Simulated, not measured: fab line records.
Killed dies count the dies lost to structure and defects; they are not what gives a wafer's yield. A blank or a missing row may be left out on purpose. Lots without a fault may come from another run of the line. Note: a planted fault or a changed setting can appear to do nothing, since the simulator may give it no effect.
Which tool did it? ; flow nand_harc ; 6 lots, 18 wafers sampled, at 4 steps of a route of 1302

## WHAT THE GAUGES READ, wafer by wafer
NHARC_P_GATE_INSPECT_68.
lot;measured;on;raw_defect_count
L982;day 7 00:05;defect_inspect-02;184 177 146
L986;day 8 13:30;defect_inspect-01;293 162 153
L988;day 9 17:55;defect_inspect-01;127 119 135
L991;day 10 17:14;defect_inspect-01;184 195 270
L100;day 14 17:38;defect_inspect-01;690 814 826
L102;day 15 05:47;defect_inspect-01;259 61 193

## TOOL THAT RAN EACH LOT (tool first, then ch and the chambers of the sampled wafers, then the start)
lot;NHARC_P_GATE_PRECLEAN_73;NHARC_P_GATE_DESCUM_93;NHARC_P_GATE_RTA_82
L982;wet_bench-03 ch 1,6,7, day 6 06:47;rie_diel-02 ch 1,2,3, day 6 21:13;rtp_anneal-02 ch 0, day 6 23:56
L986;wet_bench-05 ch 3,4,7, day 7 20:16;rie_diel-09 ch 0,1,2, day 8 10:36;rtp_anneal-01 ch 0, day 8 13:18
L988;wet_bench-03 ch 4,5,6, day 9 00:26;rie_diel-09 ch 0,1,3, day 9 15:00;rtp_anneal-01 ch 0, day 9 17:46
L991;wet_bench-02 ch 0,1,5, day 9 23:47;rie_diel-09 ch 0,1,2, day 10 14:20;rtp_anneal-02 ch 0, day 10 17:02
L100;wet_bench-02 ch 1,2,6, day 14 00:17;rie_diel-04 ch 0,2, day 14 14:43;rtp_anneal-01 ch 0, day 14 17:26
L102;wet_bench-03 ch 2,3,4, day 14 12:26;rie_diel-09 ch 0,1,3, day 15 02:53;rtp_anneal-01 ch 0, day 15 05:37
- NHARC_P_GATE_PRECLEAN_73: cleans in SC1.
- NHARC_P_GATE_DESCUM_93: chemistry O2, time 3 s.
- NHARC_P_GATE_RTA_82: time 30 s.

## THE ANSWER, worked out from the rows above alone
Rule: what is usual is taken from the lots themselves. The widest of any qualifying gaps counts: lots, ordered by their means at a reading, are off when they make up no more than a third of the lots, leave a main group of 4 or more, and stand apart from it by 3 or more times the standard deviation of that group's means. A main group is skipped when, at the precision printed for the reading in the tables above, its means are all equal. A lot without any number at a reading at which 4 lots or more have one is off too. The other lots that the step has rows for count as sound.
Off: L100 (NHARC_P_GATE_INSPECT_68, raw_defect_count). Main group: mean 177, sd 31.
If a tool, at a process step before that reading, ran all the lots that are off and no sound lot after the first of them, it fits. The gauges at NHARC_P_GATE_INSPECT_68 are tried like those tools. Undecided on this evidence; 2 tools fit (wet_bench-02 at NHARC_P_GATE_PRECLEAN_73, rie_diel-04 at NHARC_P_GATE_DESCUM_93).

## WHAT HAD BEEN PUT IN BY THE SIMULATOR
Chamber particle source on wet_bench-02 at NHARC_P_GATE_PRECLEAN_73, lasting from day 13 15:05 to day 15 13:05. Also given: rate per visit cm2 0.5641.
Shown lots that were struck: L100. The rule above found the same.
